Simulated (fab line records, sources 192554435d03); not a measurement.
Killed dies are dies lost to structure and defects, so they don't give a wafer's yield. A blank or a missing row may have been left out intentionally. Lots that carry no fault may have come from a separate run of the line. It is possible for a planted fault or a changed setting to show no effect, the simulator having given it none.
8D (eight disciplines) problem report, filled in by code :: flow n5-finfet :: the parts of the form that need people (team, actions taken, sign-off) are left out

== 1. THE PROBLEM ==
Wafers without a fault read 164.6 s, standard deviation 0.41; run-length-s at N5_BEOL_M7_CVD_78 reads a mean of 79.6 s on 4 wafers belonging to 3 lots. That is -99 or more standard deviations from the usual mean.
The step: deposits Co from CCTBA/H2, target thk 2 nm, time 142.3 s.
Seen first at day 13 15:26 on cvd-co-02, wafer L267.6. The record has a number at this step for 34 wafers belonging to 12 lots. Rule for "out", or "out of limits": more than 4 standard deviations from the usual mean. The other wafers with a number count as sound.

== 2. WHAT THIS IS AND IS NOT ==
question: which readings at this step
is: run-length-s
is not: -

question: which lots
is: L267, L269, L270
is not: L251, L253, L256, L257, L258, L259, L260, L261, L262

question: which wafers of those lots
is: L267.6, L269.2, L269.6, L270.6
is not: L267.3, L267.4, L270.1, L270.5

question: read on which tools
is: cvd-co-02
is not: cvd-co-01

question: when
is: from day 13 15:26
is not: up to then (28 sound wafers); but 2 sound wafers of L270 came after

== 3. THE SUSPECTS, EACH WITH WHAT RULES IT OUT ==
Counting: if a tool at a process step up to the reading ran every lot that is out, it stays a suspect. Sound lots after the first of them don't rule it out here, since some wafers of a struck lot are sound.
- cvd-co-02 at N5_BEOL_M7_CVD_78 (deposits Co from CCTBA/H2, target thk 2 nm, time 142.3 s): kept. It processed each lot that is out (first: L267, day 13 15:26); up to then, its last sound lot is L262 (day 12 17:44). Its own readings are out on those wafers: run-length-s.
The count leaves cvd-co-02 at N5_BEOL_M7_CVD_78.

== 4. THE CAUSE (what the simulator had put in) ==
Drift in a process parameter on cvd-co-02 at N5_BEOL_M7_CVD_78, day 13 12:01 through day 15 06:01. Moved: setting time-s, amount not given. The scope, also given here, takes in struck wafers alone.
Counting left only this tool.

== 5. THE EFFECT CHAIN, in route order ==
One row per reading whose mean, taken over the struck wafers that have a number, lies over 3 standard deviations from the usual. Only readings for which the record gives a usual standard deviation are gone through. hours: the time from each lot's start at the first step in this table that gives one to its start at this step, as a median over the lots. sigmas: the change in usual standard deviations.
hours: 0
step: N5_BEOL_M7_CVD_78
reading: run-length-s
usual: 164.6 s
on struck wafers: 79.6
change: -85.0
sigmas: -99 or more
Process steps it contains:
- N5_BEOL_M7_CVD_78: deposits Co from CCTBA/H2, target thk 2 nm, time 142.3 s.
At these later measuring or inspecting steps, every struck wafer for which the step has a row has a number for every such reading, and none has moved that far: N5_BEOL_M7_INSPECT_58.

== 6. WHAT WOULD HAVE CAUGHT IT SOONER ==
First out-of-limits reading in this record: day 13 15:26, which is 3 hours after fault onset at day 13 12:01.
